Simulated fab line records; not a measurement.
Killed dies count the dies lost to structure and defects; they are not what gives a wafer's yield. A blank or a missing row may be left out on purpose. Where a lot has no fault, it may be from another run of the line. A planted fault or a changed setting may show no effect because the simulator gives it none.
Which of the tools did it? + flow nandHarc + at 1 step of a route of 1302, 6 lots with 18 wafers sampled

WHAT THE GAUGES READ, wafer by wafer
NHARC_A_SLIT_CD_MEAS_21.
| lot  | measured     | on       | cdNm (nm)         |
|------|--------------|----------|-------------------|
| L733 | day 22 02:21 | cdSem-01 | 290.5 290.1 290.5 |
| L740 | day 25 02:47 | cdSem-03 | 288.6 289.1 289.2 |
| L743 | day 26 04:28 | cdSem-03 | 288.7 289.1 289.0 |
| L744 | day 27 10:51 | cdSem-01 | 288.2 288.2 286.8 |
| L749 | day 29 09:05 | cdSem-03 | 286.7 288.5 287.1 |
| L750 | day 30 02:43 | cdSem-03 | 289.0 290.2 289.4 |

EACH LOT AND THE TOOL THAT RAN IT (in order: tool; ch and the chambers of the sampled wafers; start)
Record: no process step prior to these readings.

THE ANSWER, worked out from the rows above alone
Rule: what is usual is taken from the lots themselves. Put in order of their means at a reading, lots are off if they are a third of the lots or fewer, leave a main group of 4 or more, and stand apart from it by a gap of 3 or more times the standard deviation of the main group's means; of several such gaps the widest counts. A main group is skipped when, at the precision printed for the reading in the tables above, its means are all equal. A lot without any number at a reading at which 4 lots or more have one is off too. All remaining lots with rows at the step are treated as sound.
No lot is off at any reading shown: from this, nothing can be told.

WHAT HAD BEEN PUT IN BY THE SIMULATOR
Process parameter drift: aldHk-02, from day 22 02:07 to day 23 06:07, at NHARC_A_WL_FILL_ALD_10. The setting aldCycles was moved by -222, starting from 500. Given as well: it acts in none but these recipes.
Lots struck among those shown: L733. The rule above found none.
